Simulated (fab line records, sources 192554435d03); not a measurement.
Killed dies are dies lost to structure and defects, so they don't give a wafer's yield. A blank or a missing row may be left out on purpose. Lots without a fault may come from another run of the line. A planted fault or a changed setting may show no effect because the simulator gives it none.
fab line records | flow n5_finfet
record lots=7 wafers=39
route steps=1938 shown ZERO_LAYER@4 HKMG_FIN@402 GATE_CUT@510
start_h: hours from the record's first day to the start of the lot's first wafer shown | wait_h: hours since the lot's step before | " the same as in the row above | L1.1+2: a row that stands for several wafers | - no value, or no start given | * or withheld: withheld | < > ~ a bound
route shown NAME@n: a module of which the file shows steps, and the number in the route of the first | usual: mean/standard deviation of fault-free wafers | same: alike in all rows | chamber/n: place in a boat | sites: the reading at each site | _std_site: their standard deviation | _edge_site: outer sites' mean less inner sites' | radius_mm: how far each site lies from the wafer's centre | mask NAME#n: copy n | behind: the tool/chamber that last shaped the wafer | hold: why the lot was held/for how many hours/how that ended | device: the transistor (n, p or np) that didn't switch | end of line: the same wafers' tests at the end of the route | a step without rows: its recipe alone | killed: dies lost to structure and defects at the first sort, not the wafer's yield | map: a wafer's dies, x killed, . not, _ none there
set.NAME: the setting as run; set.NAME@STEP: as run at that earlier step | model.NAME: the simulator's own value behind a step, which no gauge read
lots whose settings were changed on purpose; a table a step, a row a wafer
## steps
# step N5_ZERO_LAYER_PECVD_02
# recipe material=SiO2 target_thk_a=100 temp_c=400 precursor=SiH4/N2O pressure_torr=0.75 rf_w=275 time_s=6
# columns lot.wafer tool chamber start_h wait_h set.target_thk_a model.SiO2_of_ZERO_LAYER_PECVD_02.thk_nm
L076.1 pecvd-04 0 24.30 0.0 100 9.609
L076.3 " 1 " " 100 9.827
L076.5 " 1 " " 100 10.04
L079.1 pecvd-03 0 42.28 0.0 87.85 8.706
L079.2 " 1 " " 87.85 8.817
L079.3 " 1 " " 100 10.22
L079.4 " 0 " " 100 10.19
L079.5 " 1 " " 87.85 8.861
L079.6 " 0 " " 100 10.26
L081.1 pecvd-02 1 54.29 0.0 106.7 10.4
L081.2 " 0 " " 100 9.843
L081.3 " 2 " " 106.7 10.53
L081.4 " 1 " " 100 9.904
L081.5 " 2 " " 106.7 10.72
L081.6 " 0 " " 100 10.03
L091.1 pecvd-04 0 114.28 0.0 100 9.783
L091.2 " 2 " " 109.4 10.89
L091.3 " 1 " " 109.4 10.92
L091.4 " 0 " " 100 9.896
L091.5 " 2 " " 100 10.08
L091.6 " 1 " " 109.4 11
L092.1 pecvd-02 1 120.28 0.0 100 9.706
L092.2 " 0 " " 85.3 8.576
L092.3 " 2 " " 85.3 8.236
L092.4 " 1 " " 100 9.75
L092.5 " 2 " " 85.3 8.336
L092.6 " 0 " " 100 10.16
L093.1 pecvd-04 1 126.28 0.0 100 9.906
L093.2 " 2 " " 100 9.821
L093.3 " 0 " " 100 9.69
L093.4 " 2 " " 100 9.98
L093.5 " 0 " " 100 9.874
L093.6 " 1 " " 100 9.995
L095.1 pecvd-04 2 138.28 0.0 95.58 9.457
L095.2 " 1 " " 95.58 9.321
L095.3 " 0 " " 100 9.603
L095.4 " 1 " " 95.58 9.448
L095.5 " 0 " " 100 9.946
L095.6 " 2 " " 100 10.02
# step N5_HKMG_FIN_ETCH_54
# recipe chemistry=CF4 target=SiARC target_depth_a=455 mask_material=CAR-ArF time_s=75.8 ion_energy_ev=80 pressure_mtorr=40 source_w=545 bias_w=36 Ar_flow_sccm=100 cf4_flow_sccm=100 ends=cleared
# usual etch_rf_on_time_s=75.5/1.5 rf_vpp_V=184.5/1.2
# columns lot.wafer tool chamber start_h wait_h set.source_w etch_rf_on_time_s rf_vpp_V
L076.1 rie_diel-01 0 90.92 0.0 545 75.8 185.0
L076.3 " 3 " " 545 77.2 183.6
L076.5 " 1 " " 545 75.6 183.5
L079.1 rie_diel-01 2 106.06 0.0 545 76.8 183.9
L079.2 " 0 " " 545 74.6 184.1
L079.3 " 1 " " 545 73.6 182.4
L079.4 " 3 " " 545 76.5 185.4
L079.5 " 0 " " 545 75.3 183.9
L079.6 " 1 " " 545 73.6 184.2
L081.1 rie_diel-01 3 117.74 0.0 545 76.7 185.2
L081.2 " 2 " " 581 72.5 178.9
L081.3 " 0 " " 581 70.6 180.6
L081.4 " 1 " " 545 74.5 184.6
L081.5 " 3 " " 545 76.1 184.5
L081.6 " 2 " " 581 73.1 181.1
L091.1 rie_diel-01 2 174.62 0.0 545 77.6 184.0
L091.2 " 0 " " 545 75.6 184.0
L091.3 " 1 " " 586.4 71.0 178.7
L091.4 " 3 " " 586.4 71.7 178.8
L091.5 " 0 " " 586.4 70.5 180.5
L091.6 " 1 " " 545 75.7 182.9
L092.1 rie_diel-06 1 181.79 0.0 545 73.6 184.3
L092.2 " 0 " " 467.1 87.3 195.0
L092.3 " 3 " " 467.1 85.3 196.6
L092.4 " 1 " " 545 74.2 185.4
L092.5 " 0 " " 545 76.2 185.8
L092.6 " 3 " " 467.1 84.6 195.7
L093.1 rie_diel-06 2 187.12 0.0 545 76.8 182.7
L093.2 " 0 " " 545 77.2 185.8
L093.3 " 3 " " 572.9 71.2 182.7
L093.4 " 1 " " 572.9 71.1 182.1
L093.5 " 0 " " 545 76.3 186.7
L093.6 " 3 " " 572.9 71.9 182.6
L095.1 rie_diel-03 0 197.73 0.0 649.3 67.7 174.2
L095.2 " 1 " " 545 75.6 185.2
L095.3 " 2 " " 649.3 65.2 173.0
L095.4 " 3 " " 545 72.9 185.5
L095.5 " 1 " " 649.3 64.8 172.3
L095.6 " 0 " " 545 78.8 186.1
# step N5_HKMG_FIN_ETCH_31
# recipe chemistry=CF4 target=SiARC target_depth_a=455 mask_material=CAR-ArF time_s=75.8 ion_energy_ev=80 pressure_mtorr=40 source_w=545 bias_w=36 Ar_flow_sccm=100 cf4_flow_sccm=100 ends=cleared
# usual etch_rf_on_time_s=75.4/1.7 rf_vpp_V=184.4/1.2
# columns lot.wafer tool chamber start_h wait_h set.bias_w etch_rf_on_time_s rf_vpp_V
L076.1 rie_diel-06 3 94.34 0.0 36 73.8 185.9
L076.3 " 2 " " 36 75.9 182.1
L076.5 " 1 " " 36 72.9 183.2
L079.1 rie_diel-01 3 109.43 0.0 36 76.2 184.1
L079.2 " 2 " " 32.07 79.6 171.5
L079.3 " 1 " " 36 74.3 183.1
L079.4 " 0 " " 32.07 77.8 171.5
L079.5 " 2 " " 32.07 79.8 169.9
L079.6 " 1 " " 36 74.7 184.1
L081.1 rie_diel-03 2 121.22 0.0 32.05 78.7 170.3
L081.2 " 1 " " 32.05 77.6 171.0
L081.3 " 3 " " 36 73.8 184.8
L081.4 " 1 " " 36 75.3 183.1
L081.5 " 3 " " 36 73.6 186.0
L081.6 " 2 " " 32.05 78.7 170.1
L091.1 rie_diel-06 0 179.83 0.0 33.82 76.7 179.1
L091.2 " 1 " " 33.82 73.7 176.4
L091.3 " 3 " " 36 73.1 184.3
L091.4 " 0 " " 36 74.7 184.5
L091.5 " 3 " " 33.82 74.5 178.9
L091.6 " 1 " " 36 72.2 184.3
L092.1 rie_diel-01 2 185.17 0.0 36 79.0 185.3
L092.2 " 1 " " 36 76.5 183.5
L092.3 " 3 " " 39.96 75.5 198.3
L092.4 " 0 " " 36 76.1 184.1
L092.5 " 1 " " 39.96 73.2 196.2
L092.6 " 0 " " 39.96 74.0 195.8
L093.1 rie_diel-06 1 190.65 0.0 42.91 71.1 205.9
L093.2 " 2 " " 36 76.6 185.1
L093.3 " 3 " " 42.91 71.0 209.5
L093.4 " 0 " " 42.91 72.8 207.4
L093.5 " 0 " " 36 76.8 186.6
L093.6 " 1 " " 36 73.8 184.7
L095.1 rie_diel-01 3 201.13 0.0 29.86 82.0 164.4
L095.2 " 2 " " 29.86 83.2 163.8
L095.3 " 0 " " 36 75.9 183.8
L095.4 " 1 " " 36 75.2 182.0
L095.5 " 2 " " 29.86 83.1 163.1
L095.6 " 1 " " 36 75.2 184.4
# step N5_GATE_CUT_ALD_22
# recipe material=SiNx target_thk_a=160 temp_c=400 ald_precursor_family=SiH2I2 ald_co_reactant=N2/H2-plasma pulse_time_s=1 ald_cycles=320 purge_time_s=2 co_reactant_purge_time_s=2 pressure_torr=2
# columns lot.wafer tool chamber start_h wait_h set.ald_cycles model.SiNx_of_GATE_CUT_ALD_22.thk_nm
L076.1+3+5 ald_sin-03 0,1,0 103.75 0.0 320 16
L079.1+2+4 ald_sin-01 1,0,3 118.89 0.0 267 13.4
L079.3+5 " 2 " " 320 16.2
L079.6 " 3 " " 320 16
L081.1+3+4 ald_sin-02 0,2,3 130.50 0.0 336 16.8
L081.2+5+6 " 1,3,0 " " 320 16
L091.1+4+6 ald_sin-03 2,3,3 190.91 0.6 341 17
L091.2+3 " 1,0 " " 320 16
L091.5 " 0 " " 320 15.8
L092.1+6 ald_sin-02 3 195.46 0.0 339 17
L092.2+3+5 " 1,2,0 " " 320 16
L092.4 " 0 " " 339 16.8
L093.1+2+3+4+6 ald_sin-01 2,1,3,0,1 199.82 0.0 320 16
L093.5 " 0 " " 320 16.2
L095.1+2+3+4 ald_sin-03 3,2,0,1 210.17 0.0 320 16
L095.5+6 " 0,1 " " 320 15.8
## key
split step=N5_ZERO_LAYER_PECVD_02 setting=target_thk_a stated=100 by=wafer
response step=N5_ZERO_LAYER_PECVD_02 reading=model.SiO2_of_ZERO_LAYER_PECVD_02.thk_nm change=+0.106 per=1% r=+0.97
split step=N5_HKMG_FIN_ETCH_54 setting=source_w stated=545 by=wafer
response step=N5_HKMG_FIN_ETCH_54 reading=etch_rf_on_time_s change=* per=1% r=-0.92
response step=N5_HKMG_FIN_ETCH_54 reading=rf_vpp_V change=-0.668 per=1% r=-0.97
split step=N5_HKMG_FIN_ETCH_31 setting=bias_w stated=36 by=wafer
response step=N5_HKMG_FIN_ETCH_31 reading=etch_rf_on_time_s change=* per=1% r=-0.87
response step=N5_HKMG_FIN_ETCH_31 reading=rf_vpp_V change=+1.16 per=1% r=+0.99
split step=N5_GATE_CUT_ALD_22 setting=ald_cycles stated=320 by=wafer
response step=N5_GATE_CUT_ALD_22 reading=model.SiNx_of_GATE_CUT_ALD_22.thk_nm change=+0.164 per=1% r=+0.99
